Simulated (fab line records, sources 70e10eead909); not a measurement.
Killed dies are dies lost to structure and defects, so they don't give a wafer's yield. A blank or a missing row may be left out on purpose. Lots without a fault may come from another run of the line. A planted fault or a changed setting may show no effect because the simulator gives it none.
Tool commonality check | flow nand_harc | 12 lots, 39 wafers sampled

WHY IT WAS OPENED
At NHARC_P_GATE_CD_MEAS_26 the reading cd_nm is flagged on 1 of 12 lots. Wafers without a fault read 119.8 nm, standard deviation 0.61.
Rule: a lot is flagged when every wafer of it that has a number lies more than 4 standard deviations from that mean, or none has a number. The other lots count as sound.

lot  | measured     | on        | cd_nm (nm), wafer by wafer       | flag
L155 | day 5 03:53  | cd_sem-02 | 119.5 119.7 118.8                |
L156 | day 5 09:06  | cd_sem-03 | 120.2 119.5 119.3                |
L159 | day 6 10:19  | cd_sem-01 | 119.3 119.6 119.6                |
L160 | day 7 03:53  | cd_sem-03 | 117.8 119.9 120.0                |
L161 | day 7 15:26  | cd_sem-02 | 119.0 118.5 119.6                |
L162 | day 7 18:00  | cd_sem-01 | 120.5 120.4 119.7                |
L164 | day 8 15:25  | cd_sem-03 | 120.2 119.4 119.6                |
L166 | day 9 16:19  | cd_sem-03 | 120.1 118.2 120.1                |
L167 | day 9 22:05  | cd_sem-02 | 120.9 119.9 119.6                |
L168 | day 11 03:53 | cd_sem-01 | 119.5 119.1 119.5                |
L169 | day 11 05:10 | cd_sem-02 | 100.5 99.5 100.0 100.4 99.6 99.8 | FLAGGED
L178 | day 14 17:40 | cd_sem-01 | 120.2 119.0 120.3                |
The numbers of the flagged lots are 100.0 nm on average: -19.8 nm against the usual, or -33 standard deviations.

WHICH TOOL RAN EACH LOT
The record holds 1 process step before the reading, out of a route of 1302 steps. In each cell: the tool, then ch and the chambers that the sampled wafers went through, then the start.
lot  | flag    | NHARC_P_GATE_EXPOSE_23
L155 |         | arfi_scanner-03 ch 0, day 5 03:44
L156 |         | arfi_scanner-01 ch 0, day 5 08:58
L159 |         | arfi_scanner-02 ch 0, day 6 10:10
L160 |         | arfi_scanner-03 ch 0, day 7 03:44
L161 |         | arfi_scanner-03 ch 0, day 7 15:18
L162 |         | arfi_scanner-03 ch 0, day 7 17:52
L164 |         | arfi_scanner-01 ch 0, day 8 15:17
L166 |         | arfi_scanner-01 ch 0, day 9 16:10
L167 |         | arfi_scanner-03 ch 0, day 9 21:56
L168 |         | arfi_scanner-01 ch 0, day 11 03:45
L169 | FLAGGED | arfi_scanner-02 ch 0, day 11 05:02
L178 |         | arfi_scanner-01 ch 0, day 14 17:32
What these steps do:
- NHARC_P_GATE_EXPOSE_23: exposes mask P GATE, target cd 120 nm.
- NHARC_P_GATE_CD_MEAS_26: target cd 120 nm.

FLAGGED OVER TOTAL, TOOL BY TOOL (the gauges that took the reading come last)
step                    | tool            | lots run | flagged | share of the flagged lots | sound lots run after its first flagged lot
NHARC_P_GATE_EXPOSE_23  | arfi_scanner-01 | 5        | 0       | none                      | -
NHARC_P_GATE_EXPOSE_23  | arfi_scanner-02 | 2        | 1       | all                       | 0
NHARC_P_GATE_EXPOSE_23  | arfi_scanner-03 | 5        | 0       | none                      | -
NHARC_P_GATE_CD_MEAS_26 | cd_sem-01       | 4        | 0       | none                      | -
NHARC_P_GATE_CD_MEAS_26 | cd_sem-02       | 4        | 1       | all                       | 0
NHARC_P_GATE_CD_MEAS_26 | cd_sem-03       | 4        | 0       | none                      | -

WHAT THE TABLE ALLOWS
2 rows of the table ran every flagged lot: arfi_scanner-02 at NHARC_P_GATE_EXPOSE_23, cd_sem-02 at NHARC_P_GATE_CD_MEAS_26.
- arfi_scanner-02 at NHARC_P_GATE_EXPOSE_23: 1 of its 2 lots flagged. Its last sound lot is L159 (day 6 10:10), its first flagged lot L169 (day 11 05:02): a fault that began between those two fits.
- cd_sem-02 at NHARC_P_GATE_CD_MEAS_26: 1 of its 4 lots flagged. Its last sound lot is L167 (day 9 22:05), its first flagged lot L169 (day 11 05:10): a fault that began between those two fits.
Counting lots can't tell these 2 tools apart, because each fits a fault that began at some hour. More lots, or a look at what each step does to the wafer, might.

WHAT THE SIMULATOR HAD PUT IN
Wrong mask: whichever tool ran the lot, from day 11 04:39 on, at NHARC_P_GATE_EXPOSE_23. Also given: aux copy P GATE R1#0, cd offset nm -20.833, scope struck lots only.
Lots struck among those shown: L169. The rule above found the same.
